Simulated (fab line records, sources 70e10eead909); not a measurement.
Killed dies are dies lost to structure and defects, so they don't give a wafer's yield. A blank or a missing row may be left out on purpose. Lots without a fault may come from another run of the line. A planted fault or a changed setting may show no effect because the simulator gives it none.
Which tool did it? | flow nand_harc | 13 lots, 39 wafers sampled, at 5 steps of a route of 1302

WHAT THE GAUGES READ, wafer by wafer
NHARC_END_SORT_01.
lot  | measured     | on        | killed_at_array | killed_at_other | killed_at_periphery | killed_dies | killed_open | killed_short
L373 | day 25 12:31 | prober-02 | 674 674 672     | 0 0 0           | 3 3 5               | 677 677 677 | 5 6 5       | 3 2 0
L374 | day 25 18:37 | prober-01 | 670 670 670     | 3 3 2           | 4 4 5               | 677 677 677 | 3 4 3       | 2 8 2

WHICH TOOL RAN EACH LOT (tool, then ch and the chambers of the sampled wafers, then the start)
lot  | NHARC_A_SLIT_DEP_00           | NHARC_A_WL_FILL_RTA_01           | NHARC_A_WL_FILL_ALD_02              | NHARC_A_WL_FILL_CVD_03
L370 | acl_dep-01 ch 0, day 19 13:21 | rtp_anneal-02 ch 0, day 20 07:12 | ald_metal-01 ch 1,3, day 20 07:25   | cvd_w-01 ch 0,1, day 20 07:51
L372 | acl_dep-02 ch 0, day 20 06:24 | rtp_anneal-01 ch 0, day 21 01:05 | ald_metal-03 ch 0,1, day 21 01:17   | cvd_w-02 ch 0,1, day 21 01:44
L371 | acl_dep-03 ch 0, day 20 06:34 | rtp_anneal-02 ch 0, day 21 03:47 | ald_metal-01 ch 0,1, day 21 04:03   | cvd_w-02 ch 1, day 21 04:27
L373 | acl_dep-02 ch 0, day 20 13:22 | rtp_anneal-01 ch 0, day 21 07:04 | ald_metal-01 ch 0,1,3, day 21 07:17 | cvd_w-02 ch 0,1, day 21 07:44
L374 | acl_dep-02 ch 0, day 21 02:26 | rtp_anneal-02 ch 0, day 21 20:16 | ald_metal-03 ch 0,3, day 21 20:29   | cvd_w-01 ch 0,1, day 21 20:55
L378 | acl_dep-01 ch 0, day 23 13:25 | rtp_anneal-01 ch 0, day 24 06:46 | ald_metal-01 ch 1,2,3, day 24 06:58 | cvd_w-02 ch 0,1, day 24 07:24
L383 | acl_dep-01 ch 0, day 24 18:59 | rtp_anneal-01 ch 0, day 25 13:13 | ald_metal-01 ch 1,3, day 25 13:25   | cvd_w-01 ch 0,1, day 25 13:52
L384 | acl_dep-03 ch 0, day 25 16:44 | rtp_anneal-02 ch 0, day 26 10:10 | ald_metal-03 ch 1,2, day 26 10:21   | cvd_w-02 ch 0,1, day 26 10:47
L387 | acl_dep-01 ch 0, day 26 05:08 | rtp_anneal-02 ch 0, day 27 01:31 | ald_metal-03 ch 2,3, day 27 01:44   | cvd_w-01 ch 0,1, day 27 02:10
L385 | acl_dep-03 ch 0, day 26 20:47 | rtp_anneal-01 ch 0, day 27 14:12 | ald_metal-03 ch 1,3, day 27 14:25   | cvd_w-01 ch 0,1, day 27 15:28
L388 | acl_dep-01 ch 0, day 26 23:42 | rtp_anneal-02 ch 0, day 27 17:55 | ald_metal-04 ch 1,2, day 27 18:08   | cvd_w-01 ch 0,1, day 27 19:10
L389 | acl_dep-02 ch 0, day 27 12:28 | rtp_anneal-01 ch 0, day 28 06:34 | ald_metal-03 ch 0,1,2, day 28 06:50 | cvd_w-01 ch 0,1, day 28 07:17
L391 | acl_dep-01 ch 0, day 28 17:32 | rtp_anneal-02 ch 0, day 29 10:33 | ald_metal-01 ch 0,1, day 29 10:43   | cvd_w-01 ch 0,1, day 29 11:15
- NHARC_A_SLIT_DEP_00: deposits aC, target thk 6200 nm.
- NHARC_A_WL_FILL_RTA_01: time 5 s.
- NHARC_A_WL_FILL_ALD_02: deposits TiN, target thk 2 nm, pulse time 3 s, ald cycles 100.
- NHARC_A_WL_FILL_CVD_03: deposits W, target thk 40 nm, time 279 s.

WHAT THE TOOLS THEMSELVES READ (means of the sampled wafers that have a number; where no wafer has one, the mark that the record gives instead)
NHARC_A_SLIT_DEP_00.
lot  | tool       | throttle_valve_pct (%)
L370 | acl_dep-01 | 34.994
L372 | acl_dep-02 | 34.998
L371 | acl_dep-03 | 35.007
L373 | acl_dep-02 | 34.998
L374 | acl_dep-02 | 35.000
L378 | acl_dep-01 | 35.002
L383 | acl_dep-01 | 34.988
L384 | acl_dep-03 | 35.001
L387 | acl_dep-01 | 35.005
L385 | acl_dep-03 | 34.997
L388 | acl_dep-01 | 34.992
L389 | acl_dep-02 | 35.007
L391 | acl_dep-01 | 34.999

NHARC_A_WL_FILL_RTA_01.
lot  | tool          | anneal_temp_c_max | lamp_power_pct (%) | wafer_temp_C_max
L370 | rtp_anneal-02 | 1006.7            | 28.7               | 1005.2
L372 | rtp_anneal-01 | 1003.8            | 26.2               | 1003.4
L371 | rtp_anneal-02 | 1006.6            | 28.8               | 1006.5
L373 | rtp_anneal-01 | 1004.3            | 26.2               | 1003.9
L374 | rtp_anneal-02 | 1007.3            | 28.7               | 1006.5
L378 | rtp_anneal-01 | 1004.3            | 26.2               | 1002.9
L383 | rtp_anneal-01 | 1003.8            | 26.2               | 1004.5
L384 | rtp_anneal-02 | 1007.0            | 28.7               | 1008.8
L387 | rtp_anneal-02 | 1005.2            | 28.7               | 1006.9
L385 | rtp_anneal-01 | 1004.7            | 26.2               | 1003.5
L388 | rtp_anneal-02 | 1006.4            | 28.7               | 1005.6
L389 | rtp_anneal-01 | 1004.2            | 26.2               | 1003.3
L391 | rtp_anneal-02 | 1006.1            | 28.7               | 1006.6

NHARC_A_WL_FILL_ALD_02.
lot  | tool         | heater_power_w (W) | precursor_pulse_height_rel
L370 | ald_metal-01 | 1180               | 1.006
L372 | ald_metal-03 | 1067               | 0.977
L371 | ald_metal-01 | 1107               | 1.000
L373 | ald_metal-01 | 1145               | 0.979
L374 | ald_metal-03 | 1023               | 0.998
L378 | ald_metal-01 | 1103               | 1.009
L383 | ald_metal-01 | 1172               | 1.001
L384 | ald_metal-03 | 1061               | 1.001
L387 | ald_metal-03 | 1006               | 0.991
L385 | ald_metal-03 | 923                | 1.017
L388 | ald_metal-04 | 1124               | 1.008
L389 | ald_metal-03 | 1049               | 1.004
L391 | ald_metal-01 | 1083               | 1.004

NHARC_A_WL_FILL_CVD_03.
lot  | tool     | chamber_pressure_Torr (Torr) | heater_power_outer_w (W) | heater_power_w (W) | throttle_valve_pct (%)
L370 | cvd_w-01 | 40.11                        | 274                      | 499                | 7.70
L372 | cvd_w-02 | 40.01                        | 189                      | 394                | 7.56
L371 | cvd_w-02 | 39.98                        | 217                      | 435                | 7.84
L373 | cvd_w-02 | -                            | -                        | -                  | -
L374 | cvd_w-01 | -                            | -                        | -                  | -
L378 | cvd_w-02 | 40.03                        | 190                      | 388                | 7.77
L383 | cvd_w-01 | 40.10                        | 273                      | 494                | 7.61
L384 | cvd_w-02 | 40.02                        | 206                      | 419                | 7.89
L387 | cvd_w-01 | 40.05                        | 269                      | 500                | 7.71
L385 | cvd_w-01 | 40.05                        | 267                      | 498                | 7.55
L388 | cvd_w-01 | 39.97                        | 241                      | 443                | 7.71
L389 | cvd_w-01 | 40.06                        | 240                      | 430                | 7.78
L391 | cvd_w-01 | 40.06                        | 240                      | 441                | 7.88

THE ANSWER, worked out from the rows above alone
Rule: what is usual is taken from the lots themselves. Put in order of their means at a reading, lots are off if they are a third of the lots or fewer, leave a main group of 4 or more, and stand apart from it by a gap of 3 or more times the standard deviation of the main group's means; of several such gaps the widest counts. A main group whose means are all the same, to the digits that the tables above print for the reading, isn't used. A lot without any number at a reading at which 4 lots or more have one is off too. The other lots that the step has rows for count as sound. The gauges are gone through in route order, then the tools' own readings, and for those a lot's mean is taken as printed above. The first step at which some lot is off is used, and at that step the reading that is off furthest; a lot without a number counts as furthest.
Off: L373, L374, at NHARC_A_WL_FILL_CVD_03 (chamber_pressure_Torr). Without a number there: L373, L374. The main group: mean 40.04 Torr, standard deviation 0.042.
A tool fits if, at that step or a process step before it, it ran every lot that is off, and no sound lot after the first of them. None of those tried fits.

WHAT THE SIMULATOR HAD PUT IN
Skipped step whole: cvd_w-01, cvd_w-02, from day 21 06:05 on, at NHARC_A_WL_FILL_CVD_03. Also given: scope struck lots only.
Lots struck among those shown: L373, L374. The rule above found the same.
